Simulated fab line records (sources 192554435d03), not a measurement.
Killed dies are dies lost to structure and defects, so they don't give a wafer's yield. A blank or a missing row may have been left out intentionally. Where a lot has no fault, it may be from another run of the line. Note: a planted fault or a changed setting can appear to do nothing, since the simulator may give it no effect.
Split-lot trial || flow n5_finfet || route with 1938 steps; 7 lots, 21 wafers read

== ABOUT THE SPLIT ==
At N5_PASSIVATION_PECVD_53 (deposits SiO2 from TEOS/O2, target thk 800 nm, time 169.4 s), the setting time_s was moved away from the recipe's 169.4 s on 4 of the 21 wafers read, by +4.0% to +11.4%. This setting was run at the recipe's value on the other wafers.

Reading taken at the split's own step.

== THE READING ==
SiO2_of_PASSIVATION_PECVD_53.thk_nm (the simulator's own value, which no gauge read), in nm, at N5_PASSIVATION_PECVD_53 (deposits SiO2 from TEOS/O2, target thk 800 nm, time 169.4 s). The file does not state a usual value for it. Average 801.9 nm, standard deviation 11 nm, over the 17 wafers here run with the recipe.

{"wafer": "L074.2", "tool, chamber at the split": "pecvd-04, 1", "time_s as run, s": 169.4, "against the recipe": "recipe", "SiO2_of_PASSIVATION_PECVD_53.thk_nm, nm": 807.6, "against lot-mates on the recipe": "-"}
{"wafer": "L074.4", "tool, chamber at the split": "pecvd-04, 0", "time_s as run, s": 178.2, "against the recipe": "+5.2%", "SiO2_of_PASSIVATION_PECVD_53.thk_nm, nm": 854, "against lot-mates on the recipe": "+44.5"}
{"wafer": "L074.6", "tool, chamber at the split": "pecvd-04, 1", "time_s as run, s": 169.4, "against the recipe": "recipe", "SiO2_of_PASSIVATION_PECVD_53.thk_nm, nm": 811.4, "against lot-mates on the recipe": "-"}
{"wafer": "L075.1", "tool, chamber at the split": "pecvd-04, 1", "time_s as run, s": 169.4, "against the recipe": "recipe", "SiO2_of_PASSIVATION_PECVD_53.thk_nm, nm": 796.8, "against lot-mates on the recipe": "-"}
{"wafer": "L075.3", "tool, chamber at the split": "pecvd-04, 0", "time_s as run, s": 169.4, "against the recipe": "recipe", "SiO2_of_PASSIVATION_PECVD_53.thk_nm, nm": 801, "against lot-mates on the recipe": "-"}
{"wafer": "L075.4", "tool, chamber at the split": "pecvd-04, 0", "time_s as run, s": 169.4, "against the recipe": "recipe", "SiO2_of_PASSIVATION_PECVD_53.thk_nm, nm": 807.8, "against lot-mates on the recipe": "-"}
{"wafer": "L076.1", "tool, chamber at the split": "pecvd-01, 2", "time_s as run, s": 188.7, "against the recipe": "+11.4%", "SiO2_of_PASSIVATION_PECVD_53.thk_nm, nm": 874.8, "against lot-mates on the recipe": "+93.2"}
{"wafer": "L076.2", "tool, chamber at the split": "pecvd-01, 1", "time_s as run, s": 188.7, "against the recipe": "+11.4%", "SiO2_of_PASSIVATION_PECVD_53.thk_nm, nm": 870.4, "against lot-mates on the recipe": "+88.8"}
{"wafer": "L076.3", "tool, chamber at the split": "pecvd-01, 0", "time_s as run, s": 169.4, "against the recipe": "recipe", "SiO2_of_PASSIVATION_PECVD_53.thk_nm, nm": 781.6, "against lot-mates on the recipe": "-"}
{"wafer": "L078.1", "tool, chamber at the split": "pecvd-04, 2", "time_s as run, s": 169.4, "against the recipe": "recipe", "SiO2_of_PASSIVATION_PECVD_53.thk_nm, nm": 808.8, "against lot-mates on the recipe": "-"}
{"wafer": "L078.5", "tool, chamber at the split": "pecvd-04, 2", "time_s as run, s": 169.4, "against the recipe": "recipe", "SiO2_of_PASSIVATION_PECVD_53.thk_nm, nm": 817.8, "against lot-mates on the recipe": "-"}
{"wafer": "L078.6", "tool, chamber at the split": "pecvd-04, 0", "time_s as run, s": 169.4, "against the recipe": "recipe", "SiO2_of_PASSIVATION_PECVD_53.thk_nm, nm": 807.8, "against lot-mates on the recipe": "-"}
{"wafer": "L083.3", "tool, chamber at the split": "pecvd-03, 0", "time_s as run, s": 169.4, "against the recipe": "recipe", "SiO2_of_PASSIVATION_PECVD_53.thk_nm, nm": 778.4, "against lot-mates on the recipe": "-"}
{"wafer": "L083.5", "tool, chamber at the split": "pecvd-03, 1", "time_s as run, s": 169.4, "against the recipe": "recipe", "SiO2_of_PASSIVATION_PECVD_53.thk_nm, nm": 810, "against lot-mates on the recipe": "-"}
{"wafer": "L083.6", "tool, chamber at the split": "pecvd-03, 0", "time_s as run, s": 169.4, "against the recipe": "recipe", "SiO2_of_PASSIVATION_PECVD_53.thk_nm, nm": 788.6, "against lot-mates on the recipe": "-"}
{"wafer": "L088.2", "tool, chamber at the split": "pecvd-04, 2", "time_s as run, s": 169.4, "against the recipe": "recipe", "SiO2_of_PASSIVATION_PECVD_53.thk_nm, nm": 802.8, "against lot-mates on the recipe": "-"}
{"wafer": "L088.3", "tool, chamber at the split": "pecvd-04, 0", "time_s as run, s": 176.2, "against the recipe": "+4.0%", "SiO2_of_PASSIVATION_PECVD_53.thk_nm, nm": 825, "against lot-mates on the recipe": "+14.5"}
{"wafer": "L088.4", "tool, chamber at the split": "pecvd-04, 2", "time_s as run, s": 169.4, "against the recipe": "recipe", "SiO2_of_PASSIVATION_PECVD_53.thk_nm, nm": 818.2, "against lot-mates on the recipe": "-"}
{"wafer": "L090.1", "tool, chamber at the split": "pecvd-03, 1", "time_s as run, s": 169.4, "against the recipe": "recipe", "SiO2_of_PASSIVATION_PECVD_53.thk_nm, nm": 799, "against lot-mates on the recipe": "-"}
{"wafer": "L090.3", "tool, chamber at the split": "pecvd-03, 0", "time_s as run, s": 169.4, "against the recipe": "recipe", "SiO2_of_PASSIVATION_PECVD_53.thk_nm, nm": 792.8, "against lot-mates on the recipe": "-"}
{"wafer": "L090.4", "tool, chamber at the split": "pecvd-03, 2", "time_s as run, s": 169.4, "against the recipe": "recipe", "SiO2_of_PASSIVATION_PECVD_53.thk_nm, nm": 802, "against lot-mates on the recipe": "-"}

THE FIT
A straight line over all 21 wafers: SiO2_of_PASSIVATION_PECVD_53.thk_nm changes by +6.47 nm for each +1% of time_s; r = +0.90; the points scatter about the line by 11 nm.
The same after taking each lot's own level away (the mean of its wafers on the recipe; 21 wafers): +7.86 nm for each +1%; r = +0.97; scatter 7.7 nm.
The reading moves by 90 nm for the largest change in time_s, on that fit.
Across the lots, their own levels run from 781.60 to 811.47 nm, a range of 2.7 times the standard deviation given above.
So the lot-to-lot level changes the slope: the two fits differ.
Check: +85.9 nm against its lot-mates is what the line predicts for one of the wafers moved furthest among these (+11.4%) when that wafer is left out of the fit. It came out at +93.2 nm against them.

== ADDITIONAL SPLITS CARRIED BY THESE WAFERS ==
Before the reading, these wafers also passed through other splits. Each is held against what the fit with the lots' levels taken away leaves over:
{"other split on the same wafers": "N5_BEOL_M15_PEB_26 peb_time_s", "wafers away from the commonest value": 9, "r with SiO2_of_PASSIVATION_PECVD_53.thk_nm (lot level and that fit taken away)": -0.05}
{"other split on the same wafers": "N5_MIM_BOT_ETCH_ETCH_04 source_w", "wafers away from the commonest value": 6, "r with SiO2_of_PASSIVATION_PECVD_53.thk_nm (lot level and that fit taken away)": -0.22}

== THE FILE'S OWN FIT ==
SiO2_of_PASSIVATION_PECVD_53.thk_nm changes by +7.67 nm for each +1% of time_s, r = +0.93.
